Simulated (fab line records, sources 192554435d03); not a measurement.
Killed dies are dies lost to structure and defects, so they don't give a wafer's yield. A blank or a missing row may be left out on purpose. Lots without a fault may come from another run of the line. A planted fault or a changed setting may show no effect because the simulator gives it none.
Chamber matching | flow n5_finfet | N5_BEOL_M1_ETCHBACK_99 on rie_diel-02: 4 sister chambers
The step etches SiO2 in CHF3, target depth 5 nm, time 10.4 s. 8 wafers are shown with their chamber, then 9 later ones without.

WAFERS WITH THEIR CHAMBER
wafer  | chamber | showerhead_plenum_p_Torr (Torr) | throttle_valve_pct (%)
L076.4 | 3       | 2.09                            | 17.36
L083.3 | 0       | 2.12                            | 16.92
L083.5 | 2       | 2.24                            | 17.17
L084.4 | 0       | 2.12                            | 16.91
L084.5 | 1       | 2.21                            | 16.84
L088.1 | 2       | 2.24                            | 17.19
L088.2 | 3       | 2.08                            | 17.40
L088.4 | 1       | 2.20                            | 16.84

WAFERS WITHOUT THEIR CHAMBER
wafer  | showerhead_plenum_p_Torr (Torr) | throttle_valve_pct (%)
L094.1 | 2.23                            | 17.22
L094.2 | 2.20                            | 16.86
L094.3 | 2.11                            | 16.97
L093.3 | 2.20                            | 16.86
L093.4 | 2.11                            | 16.97
L093.5 | 2.07                            | 17.43
L096.2 | 2.23                            | 17.23
L096.3 | 2.20                            | 16.88
L096.6 | 2.10                            | 16.97

WHICH CHAMBER EACH WENT THROUGH
wafer  | from the rows above | in truth
L094.1 | 2                   | 2
L094.2 | 1                   | 1
L094.3 | 0                   | 0
L093.3 | 1                   | 1
L093.4 | 0                   | 0
L093.5 | 3                   | 3
L096.2 | 2                   | 2
L096.3 | 1                   | 1
L096.6 | 0                   | 0
Placed correctly: 9 of 9. Can't be placed from these rows: 0. Placed wrongly: 0.
How it was worked out, from the rows above alone: a wafer's distance from a chamber is the root of the sum, over the readings, of the square of ((its reading less the chamber's mean) divided by the reading's scatter). The wafer belongs to the nearest chamber; if the next one is less than 2 further off, it can't be placed. A chamber's mean is the mean of its shown wafers. The scatter: the root of (the sum of the squares of (reading less its chamber's mean) over the shown wafers, divided by (wafers less chambers)).
